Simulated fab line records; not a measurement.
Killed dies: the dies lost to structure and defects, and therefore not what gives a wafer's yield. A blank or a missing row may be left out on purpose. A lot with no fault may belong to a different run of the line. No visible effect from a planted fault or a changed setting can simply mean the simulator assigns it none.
Chamber matching ; flow n5Finfet ; cmp-04 running N5_BEOL_M11_CMP_52: 4 sister chambers
The step polishes, stops on SiCOH lowk, t overpolish 7 s, target thk 140 nm. 4 wafers are shown with their chamber, then 8 later ones without.

## WAFERS PAIRED WITH THEIR CHAMBERS
wafer;chamber;motorCurrentA (A)
L088.1;3;7.5
L090.3;0;6.6
L090.6;2;6.4
L093.4;1;6.5

## WAFERS WHOSE CHAMBER IS MISSING
wafer;motorCurrentA (A)
L093.5;6.6
L093.6;7.6
L092.3;6.4
L092.4;6.3
L092.5;6.1
L094.2;6.4
L094.5;7.1
L094.6;6.5

## EACH ONE'S CHAMBER
wafer;from the rows above;in truth
L093.5;can't be placed: 0 or 1 or 2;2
L093.6;3;3
L092.3;can't be placed: 2 or 1 or 0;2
L092.4;can't be placed: 2 or 1 or 0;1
L092.5;can't be placed: 2 or 1 or 0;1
L094.2;can't be placed: 2 or 1 or 0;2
L094.5;can't be placed: 3 or 0 or 1 or 2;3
L094.6;can't be placed: 1 or 0 or 2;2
Correct placement for 1 of the 8. These rows do not allow placing 7 (true chamber among the candidates in 7). Placed wrongly: 0.
How it was worked out, from the rows above alone: a wafer's distance from a chamber is the root of the sum, over the readings, of the square of ((its reading less the chamber's mean) divided by the reading's scatter). If the next closest chamber is less than 2 further off than the closest, the wafer can't be placed; otherwise it belongs to the closest. A chamber's mean is the mean of its shown wafers. The scatter: with one shown wafer a chamber, the root of the mean of the squares of how far each hidden wafer lies from its nearest shown one.
